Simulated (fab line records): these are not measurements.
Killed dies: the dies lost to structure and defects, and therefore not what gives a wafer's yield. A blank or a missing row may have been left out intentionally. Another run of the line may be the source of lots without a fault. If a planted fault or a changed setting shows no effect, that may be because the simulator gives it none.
A struck lot beside a sound one + flow nand_harc + 13 steps out of a route of 1302
Sound: these wafers, L214.3, L214.5, L214.6. Struck: wafers L220.2, L220.3, L220.5. The cause is named last.
Each step with rows lists, per side, the tool, then ch with its chambers, then its first start. Under that, the readings that differ: sound wafers + struck wafers + difference of the means + sigmas: that difference in standard deviations of wafers without a fault.
alike: same words and numbers on both sides, and readings whose means sit less than 2 such deviations apart. not compared: any withheld reading, any reading some wafer has no value for, any bound like >300 that may hide the same value, and any number with overlapping values for which the record gives no deviation.
A row with sigmas, a row that says differs or no value, or rows on one side alone: a step with any of these is where the two part. Numbers that have no deviation but don't overlap get no sigmas and don't part them. A reading that every wafer of one side lacks parts them only if that side has two wafers or more.

first, 1 step without rows for these wafers: NHARC_P_BONDPAD_SRD_31 (time 30 s, dry time 20 s).
NHARC_A_START_INSPECT_01:
  sound: defect_inspect-02 at day 9 04:06; struck: defect_inspect-02 at day 11 07:13
  alike: raw_defect_count
then, 10 steps without rows for these wafers: NHARC_A_ZERO_WELL_PRECLEAN_00 (cleans in SPM, time 600 s); NHARC_A_ZERO_WELL_SRD_01; NHARC_A_ZERO_WELL_DEHYDRATE_02 (time 120 s); NHARC_A_ZERO_WELL_HMDS_03 (time 30 s); NHARC_A_ZERO_WELL_COAT_18 (time 65 s); NHARC_A_ZERO_WELL_COAT_04 (resist thk 600 nm); NHARC_A_ZERO_WELL_SOFTBAKE_05 (time 70 s); NHARC_A_ZERO_WELL_EBR_06; NHARC_A_ZERO_WELL_EXPOSE_07 (exposes mask A ZERO); NHARC_A_ZERO_WELL_PEB_08 (peb time 80 s).
NHARC_A_ZERO_WELL_DEVELOP_09: time 50 s.
  sound on litho_track-05 ch 0, day 9 04:00; struck on litho_track-07, day 11 07:00
  no value came back on the struck wafers for chill_plate_temp_C (C), developer_temp_C (C); on the sound wafers chill_plate_temp_C (C) reads 23.12 23.11 23.12

WHERE THEY PART
Only at NHARC_A_ZERO_WELL_DEVELOP_09, as far as this record shows.

WHY: what had been put in by the simulator
At NHARC_A_ZERO_WELL_DEVELOP_09, the step was skipped entirely on litho_track-07 from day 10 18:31 on. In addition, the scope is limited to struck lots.
